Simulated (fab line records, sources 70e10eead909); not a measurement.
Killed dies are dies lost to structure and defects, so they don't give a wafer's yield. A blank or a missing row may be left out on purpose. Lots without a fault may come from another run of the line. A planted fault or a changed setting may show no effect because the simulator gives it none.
Which tool did it? | flow nand_harc | 15 lots, 45 wafers sampled, at 1 step of a route of 1302

WHAT THE GAUGES READ, wafer by wafer
NHARC_A_CONTACT_OVL_MEAS_09. Usual: overlay_x_nm 0.1 nm, standard deviation 0.65; overlay_y_nm 0.0 nm, standard deviation 0.7.
lot  | measured     | on         | overlay_x_nm (nm) | overlay_y_nm (nm) | flag
L760 | day 22 09:54 | overlay-02 | 1.0 1.3 1.4       | 0.0 0.3 -0.1      |
L761 | day 22 15:02 | overlay-01 | 0.5 0.7 0.6       | 0.2 0.0 -0.1      |
L762 | day 22 16:54 | overlay-01 | 0.3 0.6 1.0       | 0.7 1.9 1.1       |
L765 | day 23 17:35 | overlay-02 | -0.4 -0.4 0.1     | 0.3 0.6 0.4       |
L763 | day 23 19:20 | overlay-02 | -0.2 -0.1 -0.5    | -0.1 0.5 -0.3     |
L764 | day 24 00:35 | overlay-02 | 0.5 0.2 0.4       | 0.9 1.3 1.5       |
L766 | day 24 00:49 | overlay-01 | -0.4 -0.8 0.1     | -0.6 -0.5 -1.0    |
L767 | day 25 01:44 | overlay-01 | 1.4 1.3 1.0       | -0.7 -0.7 -0.2    |
L768 | day 25 03:43 | overlay-01 | -0.1 -0.1 -0.3    | -0.2 -0.3 0.0     |
L773 | day 27 17:36 | overlay-02 | -0.2 -0.3 0.7     | 0.7 0.6 0.2       |
L775 | day 28 03:10 | overlay-02 | -0.3 -0.6 -0.8    | 0.8 1.0 1.1       |
L774 | day 28 06:49 | overlay-02 | 1.0 1.2 0.8       | 0.2 0.6 -0.2      |
L781 | day 31 04:55 | overlay-01 | 0.9 1.2 1.3       | 0.1 -0.5 -0.4     |
L783 | day 31 19:59 | overlay-01 | 0.5 1.0 0.6       | -0.3 0.0 -0.8     |
L782 | day 32 20:35 | overlay-01 | -0.8 -0.8 -0.4    | 0.0 0.3 0.3       |

WHICH TOOL RAN EACH LOT (tool, then ch and the chambers of the sampled wafers, then the start)
The record holds no process step before these readings.

WHAT THE TOOLS THEMSELVES READ (means of the sampled wafers that have a number; where no wafer has one, the mark that the record gives instead)
The record holds no such reading with a usual standard deviation.

THE ANSWER, worked out from the rows above alone
Rule: a lot is off if the mean of its wafers that have a number lies more than 3 standard deviations from the usual mean. A lot without any number at a reading at which 4 lots or more have one is off too. The other lots that the step has rows for count as sound. The gauges are gone through in route order, then the tools' own readings, and for those a lot's mean is taken as printed above. The first step at which some lot is off is used, and at that step the reading that is off furthest; a lot without a number counts as furthest.
No lot is off at any reading shown: from this, nothing can be told.

WHAT THE SIMULATOR HAD PUT IN
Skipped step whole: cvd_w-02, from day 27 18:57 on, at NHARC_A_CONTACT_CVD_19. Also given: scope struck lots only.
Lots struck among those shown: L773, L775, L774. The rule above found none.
